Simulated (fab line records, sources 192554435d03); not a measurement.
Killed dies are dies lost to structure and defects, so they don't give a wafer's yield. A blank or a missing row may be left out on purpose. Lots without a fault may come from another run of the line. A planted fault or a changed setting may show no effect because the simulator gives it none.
fab line records | flow n5_finfet
record lots=8 wafers=24 last_day=17
route steps=1938 shown DUMMY_GATE@236 SPACER0@261 SD_EPI_N@272 BEOL_M4@1111 PASSIVATION@1936
lots that met no fault: from a run of the same line without faults
start_h: hours from the record's first day to the start of the lot's first wafer shown | wait_h: hours since the lot's step before | " the same as in the row above | L1.1+2: a row that stands for several wafers | - no value, or no start given | * or withheld: withheld | < > ~ a bound
route shown NAME@n: a module of which the file shows steps, and the number in the route of the first | usual: mean/standard deviation of fault-free wafers | same: alike in all rows | chamber/n: place in a boat | sites: the reading at each site | _std_site: their standard deviation | _edge_site: outer sites' mean less inner sites' | radius_mm: how far each site lies from the wafer's centre | mask NAME#n: copy n | behind: the tool/chamber that last shaped the wafer | hold: why the lot was held/for how many hours/how that ended | device: the transistor (n, p or np) that didn't switch | end of line: the same wafers' tests at the end of the route | a step without rows: its recipe alone | killed: dies lost to structure and defects at the first sort, not the wafer's yield | map: a wafer's dies, x killed, . not, _ none there
set.NAME: the setting as run; set.NAME@STEP: as run at that earlier step | model.NAME: the simulator's own value behind a step, which no gauge read
steps of the route over a sample of lots; a table a step, a row a wafer
services: from which hour (start_h, from the record's first day; less than 0 if before it) a tool's chamber was out of use, for how many hours, and why
## steps
# step N5_DUMMY_GATE_ETCH_36
# recipe chemistry=CF4 target=SiARC target_depth_a=130 pressure_mtorr=40 source_w=545 bias_w=36 Ar_flow_sccm=100 cf4_flow_sccm=100 ion_energy_ev=80
# usual bias_w=36.02/0.11 drypump_motor_current_A=5.7/0.38 oes_product_au=0.76/0.079 rf_vpp_V=184.4/1.1 showerhead_plenum_p_Torr=2.17/0.079 throttle_valve_pct=15.71/0.18
# columns lot.wafer tool chamber start_h wait_h bias_w drypump_motor_current_A oes_product_au rf_hours_counter_h rf_vpp_V showerhead_plenum_p_Torr throttle_valve_pct
L299.2 rie_diel-02 0 73.23 0.0 36.23 5.7 0.76 142 184.7 2.22 15.82
L299.4 " 1 " " 36.02 5.8 0.76 - 184.3 2.14 15.55
L299.6 " 0 " " 36.23 5.7 0.76 - 184.6 2.22 15.82
L303.1 rie_diel-01 2 95.44 0.0 35.94 5.5 0.75 181 183.7 2.22 15.79
L303.5 " 0 " " 36.11 5.9 0.70 - 184.2 2.11 15.93
L303.6 " 3 " " 36.14 6.4 0.69 - 184.4 2.19 15.56
L304.2 rie_diel-02 2 101.74 0.0 35.83 5.7 0.96 8 185.8 2.28 15.45
L304.3 " 1 " " 36.15 5.8 0.75 151 183.1 2.14 15.57
L304.4 " 3 " " 35.98 6.3 0.77 106 182.6 1.97 15.55
L309.3 rie_diel-01 2 134.25 0.0 36.12 5.5 0.75 194 185.5 2.22 15.81
L309.5 " 3 " " 36.02 6.4 0.67 - 183.6 2.19 15.58
L309.6 " 0 " " 36.12 5.9 0.71 - 184.6 2.11 15.93
L310.3 rie_diel-02 3 144.37 0.0 36.09 6.3 0.77 119 182.4 1.97 15.59
L310.5 " 3 " " 35.94 6.3 0.77 - 182.6 1.97 15.57
L310.6 " 0 " " 35.93 5.7 0.75 - 186.7 2.22 15.89
L314.2 rie_diel-02 1 161.64 0.0 36.02 5.8 0.72 170 183.4 2.13 15.60
L314.3 " 0 " " 36.11 5.7 0.73 172 185.8 2.21 15.88
L314.4 " 2 " " 36.21 5.7 0.92 27 184.8 2.27 15.50
L316.2 rie_diel-01 0 172.03 0.0 35.88 5.9 0.70 234 183.2 2.10 15.99
L316.5 " 2 " " 35.88 5.4 0.73 - 186.0 2.21 15.85
L316.6 " 0 " " 35.87 5.9 0.71 - 184.2 2.10 15.97
L317.2 rie_diel-01 1 178.51 0.0 36.16 5.2 0.69 209 183.6 2.23 15.90
L317.3 " 0 " " 35.91 5.9 0.70 237 182.9 2.10 15.97
L317.5 " 1 " " 35.78 5.2 0.68 - 185.7 2.23 15.90
# step N5_DUMMY_GATE_TRIM_49
# recipe chemistry=O2 resist=SOC time_s=29 target_cd_nm=14 source_power_w=300 bias_power_w=0 O2_flow_sccm=100 temp_c=20
# usual drypump_motor_current_A=5.7/0.36 oes_product_au=0.996/0.02 throttle_valve_pct=8.19/0.17
# columns lot.wafer tool chamber start_h wait_h drypump_motor_current_A oes_product_au rf_hours_counter_h throttle_valve_pct
L299.2 rie_si-04 2 73.40 0.0 5.8 0.997 98 8.19
L299.4 " 1 " " 5.3 1.021 160 8.30
L299.6 " 0 " " 6.1 0.999 - 8.16
L303.1 rie_si-01 1 95.56 0.0 5.7 0.990 106 7.98
L303.5 " 0 " " 5.1 1.000 - 7.96
L303.6 " 1 " " 5.7 0.969 - 7.97
L304.2 rie_si-04 3 101.86 0.0 5.4 0.966 30 8.02
L304.3 " 0 " " 6.1 1.001 100 8.16
L304.4 " 2 " " 5.8 1.004 99 8.20
L309.3 rie_si-04 1 134.37 0.0 5.3 1.015 161 8.31
L309.5 " 1 " " 5.3 1.018 - 8.30
L309.6 " 0 " " 6.1 0.995 - 8.18
L310.3 rie_si-04 3 144.49 0.0 5.5 0.962 31 8.01
L310.5 " 3 " " 5.5 0.951 - 7.99
L310.6 " 0 " " 6.1 0.994 - 8.17
L314.2 rie_si-03 3 161.76 0.0 5.9 1.000 80 8.28
L314.3 " 1 " " 6.2 1.007 0 8.09
L314.4 " 0 " " 6.0 1.024 79 8.06
L316.2 rie_si-03 1 172.15 0.0 6.2 1.003 0 8.07
L316.5 " 1 " " 6.3 1.005 - 8.09
L316.6 " 2 " " 5.1 0.982 - 8.38
L317.2 rie_si-01 0 178.63 0.0 5.0 0.996 9 7.96
L317.3 " 1 " " 5.7 0.979 107 7.95
L317.5 " 3 " " 5.5 1.017 - 8.42
# step N5_DUMMY_GATE_HM_OPEN_21
# recipe chemistry=CH3F/O2 target=SiNx target_depth_a=1200 Ar_flow_sccm=150 CH3F_flow_sccm=30 O2_flow_sccm=23 time_s=171.4 pressure_mtorr=30 source_w=395 bias_w=73 ion_energy_ev=120.7
# usual bias_w=73.05/0.24 drypump_motor_current_A=5.8/0.37 oes_o_777_au=0.76/0.073 oes_product_au=0.76/0.072 rf_vpp_V=299/6.6 showerhead_plenum_p_Torr=2.05/0.083 throttle_valve_pct=16.57/0.18
# columns lot.wafer tool chamber start_h wait_h bias_w drypump_motor_current_A oes_o_777_au oes_product_au rf_hours_counter_h rf_vpp_V showerhead_plenum_p_Torr throttle_valve_pct
L299.2 rie_diel-02 1 73.74 0.0 72.93 5.8 0.75 0.76 141 295 2.03 16.44
L299.4 " 1 " " 73.05 5.8 0.75 0.76 - 294 2.03 16.45
L299.6 " 1 " " 72.60 5.8 0.75 0.76 - 295 2.03 16.44
L303.1 rie_diel-01 2 95.84 0.0 72.71 5.5 0.77 0.74 181 297 2.11 16.69
L303.5 " 2 " " 72.89 5.5 0.77 0.75 - 295 2.11 16.71
L303.6 " 3 " " 72.79 6.4 0.67 0.69 - 299 2.06 16.34
L304.2 rie_diel-01 0 102.14 0.0 73.35 5.9 0.72 0.71 213 292 1.99 16.81
L304.3 " 3 " " 73.19 6.4 0.66 0.69 239 298 2.05 16.33
L304.4 " 1 " " 73.06 5.2 0.70 0.70 189 294 2.11 16.74
L309.3 rie_diel-06 1 134.71 0.0 73.06 5.2 0.83 0.83 52 307 2.13 16.60
L309.5 " 2 " " 72.87 6.2 0.74 0.71 - 298 2.07 16.19
L309.6 " 1 " " 73.22 5.2 0.83 0.84 - 309 2.13 16.61
L310.3 rie_diel-01 1 144.77 0.0 73.32 5.2 0.69 0.71 196 294 2.11 16.74
L310.5 " 3 " " 72.95 6.4 0.66 0.68 - 300 2.05 16.34
L310.6 " 0 " " 72.99 5.9 0.71 0.71 - 293 1.99 16.84
L314.2 rie_diel-02 0 162.04 0.0 72.68 5.6 0.73 0.74 172 313 2.08 16.68
L314.3 " 3 " " 72.89 6.3 0.74 0.76 123 302 1.86 16.49
L314.4 " 2 " " 72.68 5.7 0.92 0.93 27 297 2.15 16.41
L316.2 rie_diel-02 0 172.43 0.0 72.88 5.7 0.73 0.73 175 311 2.08 16.70
L316.5 " 3 " " 73.13 6.3 0.74 0.77 - 301 1.85 16.49
L316.6 " 2 " " 72.88 5.8 0.92 0.91 - 298 2.15 16.42
L317.2 rie_diel-02 2 178.91 0.0 73.30 5.7 0.92 0.91 32 298 2.15 16.42
L317.3 " 1 " " 72.90 5.8 0.73 0.73 174 295 2.02 16.48
L317.5 " 1 " " 72.95 5.8 0.73 0.73 - 296 2.02 16.49
# step N5_DUMMY_GATE_CD_MEAS_24
# recipe target_cd_nm=15
# usual cd_nm=15.0/0.53
# columns lot.wafer tool chamber start_h wait_h cd_nm
L299.2 cd_sem-02 - 74.17 0.1 14.4
L299.4 " - " " 14.7
L299.6 " - " " 14.2
L303.1 cd_sem-01 - 96.20 0.1 15.3
L303.5 " - " " 15.1
L303.6 " - " " 15.7
L304.2 cd_sem-01 - 102.50 0.1 14.4
L304.3 " - " " 14.0
L304.4 " - " " 15.0
L309.3 cd_sem-03 - 135.08 0.1 14.5
L309.5 " - " " 15.2
L309.6 " - " " 14.2
L310.3 cd_sem-03 - 145.14 0.1 15.1
L310.5 " - " " 14.8
L310.6 " - " " 14.3
L314.2 cd_sem-02 - 162.40 0.1 15.3
L314.3 " - " " 15.0
L314.4 " - " " 15.1
L316.2 cd_sem-03 - 172.79 0.1 15.7
L316.5 " - " " 15.1
L316.6 " - " " 14.3
L317.2 cd_sem-02 - 179.28 0.1 15.4
L317.3 " - " " 15.7
L317.5 " - " " 15.5
# step N5_DUMMY_GATE_INSPECT_27
# recipe inspect_instrument=brightfield mode=aei
# usual raw_defect_count=311/80
# columns lot.wafer tool chamber start_h wait_h raw_defect_count
L299.2 defect_inspect-02 - 74.58 0.0 251
L299.4 " - " " 244
L299.6 " - " " 267
L303.1 defect_inspect-02 - 96.57 0.0 339
L303.5 " - " " 269
L303.6 " - " " 488
L304.2 defect_inspect-02 - 102.79 0.0 287
L304.3 " - " " 465
L304.4 " - " " 334
L309.3 defect_inspect-02 - 135.37 0.0 294
L309.5 " - " " 491
L309.6 " - " " 836
L310.3 defect_inspect-02 - 145.43 0.0 239
L310.5 " - " " 175
L310.6 " - " " 580
L314.2 defect_inspect-02 - 162.80 0.0 336
L314.3 " - " " 265
L314.4 " - " " 294
L316.2 defect_inspect-02 - 173.07 0.0 196
L316.5 " - " " 235
L316.6 " - " " 318
L317.2 defect_inspect-01 - 179.56 0.0 244
L317.3 " - " " 282
L317.5 " - " " 348
# step N5_SPACER0_INSPECT_04
# recipe inspect_instrument=darkfield mode=post_dep
# usual raw_defect_count=138/32
# columns lot.wafer tool chamber start_h wait_h raw_defect_count
L299.2 defect_inspect-02 - 75.19 0.1 124
L299.4 " - " " 143
L299.6 " - " " 127
L303.1 defect_inspect-01 - 97.18 0.1 143
L303.5 " - " " 126
L303.6 " - " " 187
L304.2 defect_inspect-01 - 103.39 0.1 135
L304.3 " - " " 190
L304.4 " - " " 139
L309.3 defect_inspect-02 - 135.98 0.1 127
L309.5 " - " " 222
L309.6 " - " " 592
L310.3 defect_inspect-02 - 146.03 0.1 118
L310.5 " - " " 79
L310.6 " - " " 492
L314.2 defect_inspect-02 - 163.41 0.1 139
L314.3 " - " " 130
L314.4 " - " " 132
L316.2 defect_inspect-02 - 174.09 0.1 96
L316.5 " - " " 97
L316.6 " - " " 133
L317.2 defect_inspect-02 - 180.16 0.1 102
L317.3 " - " " 166
L317.5 " - " " 173
# step N5_SD_EPI_N_INSPECT_11
# recipe mode=adi inspect_instrument=macro
# usual raw_defect_count=2.1/1.5
# columns lot.wafer tool chamber start_h wait_h raw_defect_count
L299.2 defect_inspect-01 - 78.73 0.0 2
L299.4 " - " " 1
L299.6 " - " " 3
L303.1 defect_inspect-01 - 97.51 0.0 2
L303.5 " - " " 2
L303.6 " - " " 3
L304.2 defect_inspect-01 - 103.72 0.0 0
L304.3 " - " " 2
L304.4 " - " " 2
L309.3 defect_inspect-02 - 136.43 0.0 4
L309.5 " - " " 0
L309.6 " - " " >300
L310.3 defect_inspect-02 - 146.49 0.0 3
L310.5 " - " " 1
L310.6 " - " " >300
L314.2 defect_inspect-02 - 163.89 0.0 0
L314.3 " - " " 1
L314.4 " - " " 3
L316.2 defect_inspect-01 - 174.41 0.0 1
L316.5 " - " " 0
L316.6 " - " " 0
L317.2 defect_inspect-02 - 180.49 0.0 2
L317.3 " - " " 2
L317.5 " - " " 1
# step N5_SD_EPI_N_INSPECT_26
# recipe inspect_instrument=darkfield mode=post_epi
# usual raw_defect_count=208/43
# columns lot.wafer tool chamber start_h wait_h raw_defect_count
L299.2 defect_inspect-01 - 83.02 0.1 204
L299.4 " - " " 195
L299.6 " - " " 174
L303.1 defect_inspect-01 - 101.50 0.1 203
L303.5 " - " " 158
L303.6 " - " " 283
L304.2 defect_inspect-02 - 107.70 0.1 216
L304.3 " - " " 268
L304.4 " - " " 214
L309.3 defect_inspect-01 - 140.73 0.1 184
L309.5 " - " " 265
L309.6 " - " " 620
L310.3 defect_inspect-01 - 150.48 0.1 159
L310.5 " - " " 116
L310.6 " - " " 527
L314.2 defect_inspect-01 - 168.61 0.1 212
L314.3 " - " " 171
L314.4 " - " " 208
L316.2 defect_inspect-01 - 178.55 0.1 200
L316.5 " - " " 152
L316.6 " - " " 207
L317.2 defect_inspect-01 - 186.56 0.1 176
L317.3 " - " " 210
L317.5 " - " " 208
# step N5_BEOL_M4_RC_MEAS_101
# usual DIBL_N=36.2/2.4 DIBL_P=36.2/2.6 IOFF_N=0.16/0.045 IOFF_P=0.21/0.046 ION_N=674/17 ION_P=463/11 SS_N=71.5/0.77 SS_P=73.1/0.76 VT_N=250/3.9 VT_P=-250/3.9
# columns lot.wafer tool chamber start_h wait_h DIBL_N[mV/V] DIBL_P[mV/V] IOFF_N[nA/um] IOFF_P[nA/um] ION_N[uA/um] ION_P[uA/um] SS_N[mV/dec] SS_P[mV/dec] VT_N[mV] VT_P[mV]
L299.2 prober-01 0 185.97 0.2 37.8 36.7 0.15 0.17 669 445 72.4 73.7 253 -258
L299.4 " 0 " " 38.2 37.9 0.16 0.20 678 464 71.1 74.5 250 -256
L299.6 " 0 " " 36.8 35.4 0.12 0.16 644 438 72.1 73.0 257 -257
L303.1 prober-02 0 240.71 0.0 37.0 38.8 0.17 0.20 672 458 71.5 72.0 248 -249
L303.5 " 0 " " 35.3 36.0 0.12 0.16 641 444 71.7 72.7 255 -256
L303.6 " 0 " " 33.9 35.8 0.12 0.17 678 461 70.7 72.2 252 -253
L304.2 prober-01 0 243.67 0.2 40.9 41.8 0.28 0.27 720 480 72.5 74.7 244 -247
L304.3 " 0 " " 37.9 38.4 0.17 0.20 669 458 71.7 74.6 251 -252
L304.4 " 0 " " 39.6 40.5 0.23 0.25 676 452 71.9 75.0 247 -249
L309.3 prober-01 0 254.58 0.3 39.9 39.5 0.23 0.33 676 469 73.1 74.4 246 -244
L309.5 " 0 " " 36.7 35.6 0.16 0.24 674 469 71.7 73.7 250 -247
L309.6 " 0 " " 36.6 35.2 0.16 0.24 696 476 71.7 73.8 250 -246
L310.3 prober-01 0 257.52 0.3 35.7 38.0 0.18 0.21 688 468 71.6 73.2 247 -251
L310.5 " 0 " " 34.6 36.0 0.16 0.18 691 468 71.2 72.8 248 -252
L310.6 " 0 " " 36.0 37.9 0.16 0.20 665 458 71.8 73.8 250 -252
L314.2 prober-01 0 292.24 0.2 34.2 33.9 0.14 0.18 684 469 70.8 72.9 252 -252
L314.3 " 0 " " 37.1 35.9 0.18 0.22 680 471 71.7 73.4 252 -249
L314.4 " 0 " " 35.1 34.9 0.14 0.21 660 455 72.4 72.9 251 -246
L316.2 prober-01 0 300.46 0.2 34.8 33.8 0.12 0.17 681 468 71.7 72.6 251 -254
L316.5 " 0 " " 37.0 35.0 0.15 0.19 644 444 71.8 72.1 253 -253
L316.6 " 0 " " 40.3 41.5 0.24 0.32 707 482 72.2 73.8 243 -244
L317.2 prober-02 0 309.45 0.2 35.4 35.4 0.14 0.22 663 456 70.9 73.0 250 -248
L317.3 " 0 " " 33.3 32.2 0.10 0.17 647 452 70.8 72.6 258 -251
L317.5 " 0 " " 34.5 34.5 0.13 0.21 674 474 71.5 72.9 255 -250
# step N5_PASSIVATION_PROBE_49
# usual defect_limited_yield=91.2/1.4 killed_at_M0_to_M3=33/9.5 killed_at_M4_up=13/4.7 killed_at_contacts=11/5.3 killed_at_front_end=42/12 killed_at_other=5/3.3 killed_dies=104/17 killed_on_rim=14/4 killed_open=67/12 killed_short=33/7.7 sort_bin_4_leakage=0.01/0.058 sort_bin_5_function=5.1/0.94 sort_bin_6_memory=3.3/0.67 sort_bin_8_speed=0.1/1.3 sort_n_pass=1074/24 sort_yield_pct=91.1/2
# same gross_dies=1180 killed_at_back_side=0
# columns lot.wafer tool chamber start_h wait_h defect_limited_yield[%] killed_at_M0_to_M3 killed_at_M4_up killed_at_contacts killed_at_front_end killed_at_other killed_dies killed_on_rim killed_open killed_short sort_bin_4_leakage[%] sort_bin_5_function[%] sort_bin_6_memory[%] sort_bin_8_speed[%] sort_n_pass sort_yield_pct[%]
L309.3 prober-01 - 376.74 0.1 88.8 55 21 11 45 0 132 16 85 47 0 6.9 3.9 0 1048 88.8
L309.5 prober-01 - 376.84 0.2 90.8 38 21 16 31 2 108 10 70 37 0 6.4 2.5 0 1072 90.8
L309.6 prober-01 - 376.89 0.3 83.8 41 19 7 122 2 191 29 59 26 0 9.5 4.0 0 989 83.8
L310.3 prober-02 - 388.14 0.1 90.3 41 11 13 45 4 114 18 82 31 0 6.0 3.6 0 1066 90.3
L310.5 prober-02 - 388.24 0.2 92.9 30 15 7 26 6 84 10 50 33 0 4.2 2.6 0 1096 92.9
L310.6 prober-02 - 388.29 0.3 85.2 28 14 9 118 6 175 23 46 22 0 10.3 2.8 0.1 1005 85.2
# killed by level:class
L309.3 BEOL_M0_SAQP:geometric_particle:short=15 BEOL_M0:geometric_particle:open=11 MOL_CONTACT_COAG:geometric_particle:open=11 BEOL_M4:geometric_particle:open=11 BEOL_M1:geometric_particle:open=10 ILD0:geometric_particle:short=9 STI_FIN_REVEAL:geometric_particle:open=8 BEOL_M2:geometric_particle:open=7
L309.5 MOL_CONTACT_COAG:geometric_particle:open=13 ILD0:geometric_particle:short=9 BEOL_M0_SAQP:geometric_particle:open=9 BEOL_M0_SAQP:geometric_particle:short=8 BEOL_M2:geometric_particle:open=7 BEOL_M4:geometric_particle:open=7 FIN_SAQP:geometric_particle:short=6 BEOL_M5:geometric_particle:open=6
L309.6 DUMMY_GATE:unspecified=100 BEOL_M0_SAQP:geometric_particle:short=10 BEOL_M0_SAQP:geometric_particle:open=9 BEOL_M4:geometric_particle:open=9 BEOL_M1:geometric_particle:open=7 MOL_CONTACT_COAG:geometric_particle:open=6 BEOL_M2:geometric_particle:open=6 STI_FIN_REVEAL:geometric_particle:open=4
L310.3 STI_FIN_REVEAL:geometric_particle:open=17 BEOL_M2:geometric_particle:open=13 MOL_CONTACT_COAG:geometric_particle:open=10 BEOL_M4:geometric_particle:open=8 BEOL_M3:geometric_particle:open=6 FIN_SAQP:geometric_particle:open=5 DUMMY_GATE:geometric_particle:open=5 DUMMY_GATE:geometric_particle:short=4
L310.5 BEOL_M2:geometric_particle:open=8 FIN_SAQP:geometric_particle:short=7 BEOL_M0_SAQP:geometric_particle:short=7 BEOL_M4:geometric_particle:open=7 STI_FIN_REVEAL:geometric_particle:open=6 BEOL_M0_SAQP:geometric_particle:open=5 FIN_SAQP:geometric_particle:open=4 MOL_CONTACT_COAG:geometric_particle:short=4
L310.6 DUMMY_GATE:unspecified=103 BEOL_M0_SAQP:geometric_particle:open=8 MOL_CONTACT_COAG:geometric_particle:open=7 BEOL_M2:geometric_particle:open=7 BEOL_M4:geometric_particle:open=7 FIN_SAQP:geometric_particle:open=5 BEOL_M0_SAQP:geometric_particle:short=5 STARTING-WAFER:geometric_particle:short=3
## services
# columns tool chamber start_h hours kind
rie_diel-02 2 50.50 - clean
rie_diel-02 2 50.50 - consumable_replace:focus_ring
rie_diel-02 2 50.50 - consumable_replace:showerhead
rie_diel-02 2 50.50 26.3 scheduled_down
rie_diel-02 2 50.50 26.3 vent_cycle
rie_si-04 3 60.45 3.7 repair
rie_diel-06 3 62.83 13.2 repair
rie_si-04 2 77.20 14.7 repair
rie_diel-01 1 109.26 19.6 repair
rie_si-03 - 119.28 4.0 pm
rie_diel-01 0 121.21 7.5 repair
rie_diel-06 0 123.19 - clean
rie_diel-06 0 123.19 - consumable_replace:focus_ring
rie_diel-06 0 123.19 19.6 scheduled_down
rie_si-03 1 124.48 - clean
rie_si-03 1 124.48 14.1 scheduled_down
rie_si-03 1 124.48 14.1 vent_cycle
rie_diel-01 3 148.32 7.9 repair
rie_diel-01 3 156.65 - clean
rie_diel-01 3 156.65 - consumable_replace:focus_ring
rie_diel-01 3 156.65 21.4 scheduled_down
rie_diel-01 3 156.65 21.4 vent_cycle
rie_si-03 - 162.93 1.1 repair
rie_si-03 3 167.68 11.3 repair
## key
first_sign step=N5_DUMMY_GATE_INSPECT_27 reading=raw_defect_count direction=up sigmas=4.9 usual=311 struck=708
effect step=N5_SPACER0_INSPECT_04 reading=raw_defect_count direction=up sigmas=13 usual=138 struck=542
effect step=N5_SD_EPI_N_INSPECT_11 reading=raw_defect_count direction=up sigmas=99+ usual=2.1 struck=>300
effect step=N5_SD_EPI_N_INSPECT_26 reading=raw_defect_count direction=up sigmas=8.6 usual=208 struck=574
effect step=N5_PASSIVATION_PROBE_49 reading=killed_at_front_end direction=up sigmas=6.2 usual=42 struck=120
more_kills_born_at N5_DUMMY_GATE_TRIM_49@rie_si-04=203
met_at N5_DUMMY_GATE_TRIM_49
struck_lots L309,L310
struck_wafers L309.6,L310.6
not_acting_at N5_DUMMY_GATE_ETCH_36,N5_DUMMY_GATE_HM_OPEN_21,N5_DUMMY_GATE_CD_MEAS_24
onset_between 101.86 134.37
fault kind=chamber_particle_source tool=rie_si-04 chamber=0 onset_h=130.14 steps=N5_DUMMY_GATE_TRIM_49 rate_per_visit_cm2=0.67253 end_h=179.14
